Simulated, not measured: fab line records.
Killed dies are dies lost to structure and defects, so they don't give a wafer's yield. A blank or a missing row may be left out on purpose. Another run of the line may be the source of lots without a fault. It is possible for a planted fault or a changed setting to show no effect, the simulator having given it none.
Lot-split experiment || flow n5_finfet || on a route of 1938 steps: 7 lots, 39 wafers read

ABOUT THE SPLIT
At N5_FIN_SAQP_MANDREL_ETCH_22 (etches a-Si in HBr/Cl2, stops on SiNx, target depth 60 nm, bt time 10 s, time 30 s), the setting target_depth_a was moved away from the recipe's 600 angstrom on 9 of the 39 wafers read, by +27.7% to +55.3%. The other wafers ran this setting at the recipe's value.

The reading is taken at the split's own step.

THE READING
oes_product_au, in a.u., at N5_FIN_SAQP_MANDREL_ETCH_22 (etches a-Si in HBr/Cl2, stops on SiNx, target depth 60 nm, bt time 10 s, time 30 s). Typical for fault-free wafers on this fab line: 0.767 a.u., with standard deviation 0.013 a.u.

{"wafer": "L076.1", "tool, chamber at the split": "rie_si-04, 2", "target_depth_a as run, angstrom": 600, "against the recipe": "recipe", "oes_product_au, a.u.": 0.762, "against lot-mates on the recipe": "-"}
{"wafer": "L076.2", "tool, chamber at the split": "rie_si-04, 0", "target_depth_a as run, angstrom": 600, "against the recipe": "recipe", "oes_product_au, a.u.": 0.752, "against lot-mates on the recipe": "-"}
{"wafer": "L076.3", "tool, chamber at the split": "rie_si-04, 1", "target_depth_a as run, angstrom": 600, "against the recipe": "recipe", "oes_product_au, a.u.": 0.769, "against lot-mates on the recipe": "-"}
{"wafer": "L076.4", "tool, chamber at the split": "rie_si-04, 3", "target_depth_a as run, angstrom": 600, "against the recipe": "recipe", "oes_product_au, a.u.": 0.762, "against lot-mates on the recipe": "-"}
{"wafer": "L076.5", "tool, chamber at the split": "rie_si-04, 0", "target_depth_a as run, angstrom": 600, "against the recipe": "recipe", "oes_product_au, a.u.": 0.765, "against lot-mates on the recipe": "-"}
{"wafer": "L076.6", "tool, chamber at the split": "rie_si-04, 1", "target_depth_a as run, angstrom": 600, "against the recipe": "recipe", "oes_product_au, a.u.": 0.764, "against lot-mates on the recipe": "-"}
{"wafer": "L078.1", "tool, chamber at the split": "rie_si-01, 1", "target_depth_a as run, angstrom": 600, "against the recipe": "recipe", "oes_product_au, a.u.": 0.779, "against lot-mates on the recipe": "-"}
{"wafer": "L078.2", "tool, chamber at the split": "rie_si-01, 0", "target_depth_a as run, angstrom": 921, "against the recipe": "+53.5%", "oes_product_au, a.u.": 0.611, "against lot-mates on the recipe": -0.154}
{"wafer": "L078.3", "tool, chamber at the split": "rie_si-01, 2", "target_depth_a as run, angstrom": 921, "against the recipe": "+53.5%", "oes_product_au, a.u.": 0.588, "against lot-mates on the recipe": -0.177}
{"wafer": "L078.4", "tool, chamber at the split": "rie_si-01, 3", "target_depth_a as run, angstrom": 600, "against the recipe": "recipe", "oes_product_au, a.u.": 0.763, "against lot-mates on the recipe": "-"}
{"wafer": "L078.5", "tool, chamber at the split": "rie_si-01, 1", "target_depth_a as run, angstrom": 921, "against the recipe": "+53.5%", "oes_product_au, a.u.": 0.628, "against lot-mates on the recipe": -0.137}
{"wafer": "L078.6", "tool, chamber at the split": "rie_si-01, 2", "target_depth_a as run, angstrom": 600, "against the recipe": "recipe", "oes_product_au, a.u.": 0.753, "against lot-mates on the recipe": "-"}
{"wafer": "L081.1", "tool, chamber at the split": "rie_si-06, 1", "target_depth_a as run, angstrom": 600, "against the recipe": "recipe", "oes_product_au, a.u.": 0.782, "against lot-mates on the recipe": "-"}
{"wafer": "L081.2", "tool, chamber at the split": "rie_si-06, 2", "target_depth_a as run, angstrom": 600, "against the recipe": "recipe", "oes_product_au, a.u.": 0.773, "against lot-mates on the recipe": "-"}
{"wafer": "L081.3", "tool, chamber at the split": "rie_si-06, 0", "target_depth_a as run, angstrom": 600, "against the recipe": "recipe", "oes_product_au, a.u.": 0.744, "against lot-mates on the recipe": "-"}
{"wafer": "L081.4", "tool, chamber at the split": "rie_si-06, 3", "target_depth_a as run, angstrom": 932, "against the recipe": "+55.3%", "oes_product_au, a.u.": 0.609, "against lot-mates on the recipe": -0.157}
{"wafer": "L081.5", "tool, chamber at the split": "rie_si-06, 3", "target_depth_a as run, angstrom": 932, "against the recipe": "+55.3%", "oes_product_au, a.u.": 0.609, "against lot-mates on the recipe": -0.157}
{"wafer": "L081.6", "tool, chamber at the split": "rie_si-06, 0", "target_depth_a as run, angstrom": 932, "against the recipe": "+55.3%", "oes_product_au, a.u.": 0.591, "against lot-mates on the recipe": -0.175}
{"wafer": "L089.1", "tool, chamber at the split": "rie_si-04, 0", "target_depth_a as run, angstrom": 600, "against the recipe": "recipe", "oes_product_au, a.u.": 0.774, "against lot-mates on the recipe": "-"}
{"wafer": "L089.2", "tool, chamber at the split": "rie_si-04, 3", "target_depth_a as run, angstrom": 600, "against the recipe": "recipe", "oes_product_au, a.u.": 0.749, "against lot-mates on the recipe": "-"}
{"wafer": "L089.3", "tool, chamber at the split": "rie_si-04, 2", "target_depth_a as run, angstrom": 600, "against the recipe": "recipe", "oes_product_au, a.u.": 0.759, "against lot-mates on the recipe": "-"}
{"wafer": "L089.4", "tool, chamber at the split": "rie_si-04, 1", "target_depth_a as run, angstrom": 600, "against the recipe": "recipe", "oes_product_au, a.u.": 0.770, "against lot-mates on the recipe": "-"}
{"wafer": "L089.5", "tool, chamber at the split": "rie_si-04, 1", "target_depth_a as run, angstrom": 600, "against the recipe": "recipe", "oes_product_au, a.u.": 0.779, "against lot-mates on the recipe": "-"}
{"wafer": "L089.6", "tool, chamber at the split": "rie_si-04, 0", "target_depth_a as run, angstrom": 600, "against the recipe": "recipe", "oes_product_au, a.u.": 0.773, "against lot-mates on the recipe": "-"}
{"wafer": "L091.1", "tool, chamber at the split": "rie_si-01, 0", "target_depth_a as run, angstrom": 600, "against the recipe": "recipe", "oes_product_au, a.u.": 0.777, "against lot-mates on the recipe": "-"}
{"wafer": "L091.2", "tool, chamber at the split": "rie_si-01, 1", "target_depth_a as run, angstrom": 600, "against the recipe": "recipe", "oes_product_au, a.u.": 0.771, "against lot-mates on the recipe": "-"}
{"wafer": "L091.3", "tool, chamber at the split": "rie_si-01, 2", "target_depth_a as run, angstrom": 600, "against the recipe": "recipe", "oes_product_au, a.u.": 0.748, "against lot-mates on the recipe": "-"}
{"wafer": "L091.4", "tool, chamber at the split": "rie_si-01, 3", "target_depth_a as run, angstrom": 600, "against the recipe": "recipe", "oes_product_au, a.u.": 0.757, "against lot-mates on the recipe": "-"}
{"wafer": "L091.5", "tool, chamber at the split": "rie_si-01, 1", "target_depth_a as run, angstrom": 600, "against the recipe": "recipe", "oes_product_au, a.u.": 0.786, "against lot-mates on the recipe": "-"}
{"wafer": "L091.6", "tool, chamber at the split": "rie_si-01, 2", "target_depth_a as run, angstrom": 600, "against the recipe": "recipe", "oes_product_au, a.u.": 0.758, "against lot-mates on the recipe": "-"}
{"wafer": "L095.2", "tool, chamber at the split": "rie_si-01, 2", "target_depth_a as run, angstrom": 600, "against the recipe": "recipe", "oes_product_au, a.u.": 0.751, "against lot-mates on the recipe": "-"}
{"wafer": "L095.5", "tool, chamber at the split": "rie_si-01, 3", "target_depth_a as run, angstrom": 600, "against the recipe": "recipe", "oes_product_au, a.u.": 0.753, "against lot-mates on the recipe": "-"}
{"wafer": "L095.6", "tool, chamber at the split": "rie_si-01, 0", "target_depth_a as run, angstrom": 600, "against the recipe": "recipe", "oes_product_au, a.u.": 0.786, "against lot-mates on the recipe": "-"}
{"wafer": "L097.1", "tool, chamber at the split": "rie_si-06, 2", "target_depth_a as run, angstrom": 600, "against the recipe": "recipe", "oes_product_au, a.u.": 0.758, "against lot-mates on the recipe": "-"}
{"wafer": "L097.2", "tool, chamber at the split": "rie_si-06, 0", "target_depth_a as run, angstrom": 766.1, "against the recipe": "+27.7%", "oes_product_au, a.u.": 0.646, "against lot-mates on the recipe": -0.121}
{"wafer": "L097.3", "tool, chamber at the split": "rie_si-06, 1", "target_depth_a as run, angstrom": 600, "against the recipe": "recipe", "oes_product_au, a.u.": 0.763, "against lot-mates on the recipe": "-"}
{"wafer": "L097.4", "tool, chamber at the split": "rie_si-06, 3", "target_depth_a as run, angstrom": 600, "against the recipe": "recipe", "oes_product_au, a.u.": 0.781, "against lot-mates on the recipe": "-"}
{"wafer": "L097.5", "tool, chamber at the split": "rie_si-06, 0", "target_depth_a as run, angstrom": 766.1, "against the recipe": "+27.7%", "oes_product_au, a.u.": 0.654, "against lot-mates on the recipe": -0.113}
{"wafer": "L097.6", "tool, chamber at the split": "rie_si-06, 3", "target_depth_a as run, angstrom": 766.1, "against the recipe": "+27.7%", "oes_product_au, a.u.": 0.669, "against lot-mates on the recipe": -0.098}

THE FIT
A straight line over all 39 wafers: oes_product_au changes by -0.00302 a.u. for each +1% of target_depth_a; r = -0.98; the points scatter about the line by 0.014 a.u.
The same after taking each lot's own level away (the mean of its wafers on the recipe; 39 wafers): -0.00303 a.u. for each +1%; r = -0.97; scatter 0.014 a.u.
On that fit, the largest move of target_depth_a shifts the reading by 0.17 a.u.
The span of the lots' own levels, 0.7623 to 0.7673 a.u., comes to 0.4 times the standard deviation stated above.
Consequently the slope shifts little with the lot-to-lot level, the two slopes agreeing.
Check: with one of the wafers moved furthest among these (+55.3%) left out of the fit, the line predicts -0.171 a.u. for it against its lot-mates. It came out at -0.157 a.u. against them.
Tool readings at the split's step, against how far the setting was moved: oes_product_au r = -0.98.

THE WHOLE CHAIN: every reading that the file lists as answering this split, in the file's order
{"step": "N5_FIN_SAQP_MANDREL_ETCH_22", "what it does": "etches a-Si in HBr/Cl2, stops on SiNx, target depth 60 nm, bt time 10 s, time 30 s", "reading": "oes_product_au", "change (the file's fit)": "-0.00306 a.u. for each +1% of the setting", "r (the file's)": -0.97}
{"step": "N5_FIN_SAQP_MANDREL_ETCH_22", "what it does": "etches a-Si in HBr/Cl2, stops on SiNx, target depth 60 nm, bt time 10 s, time 30 s", "reading": "SOC_of_FIN_SAQP_COAT_49.thk_nm (the simulator's own value, which no gauge read)", "change (the file's fit)": "-0.253 nm for each +1% of the setting", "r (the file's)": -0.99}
{"step": "N5_FIN_SAQP_MANDREL_ETCH_22", "what it does": "etches a-Si in HBr/Cl2, stops on SiNx, target depth 60 nm, bt time 10 s, time 30 s", "reading": "SiNx_of_FIN_SAQP_PECVD_48.thk_nm (the simulator's own value, which no gauge read)", "change (the file's fit)": "-0.133 nm for each +1% of the setting", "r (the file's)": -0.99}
{"step": "N5_FIN_SAQP_ETCH_57", "what it does": "etches SiNx in CH3F/O2, target depth 32.5 nm, time 46.4 s", "reading": "etch_rf_on_time_s", "change (the file's fit)": "withheld for each +1% of the setting", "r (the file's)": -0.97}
{"step": "N5_FIN_SAQP_ETCH_57", "what it does": "etches SiNx in CH3F/O2, target depth 32.5 nm, time 46.4 s", "reading": "etch.depth_nm (the simulator's own value, which no gauge read)", "change (the file's fit)": "-0.133 nm for each +1% of the setting", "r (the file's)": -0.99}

FILE'S OWN FIT
oes_product_au changes by -0.00306 a.u. for each +1% of target_depth_a, r = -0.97.
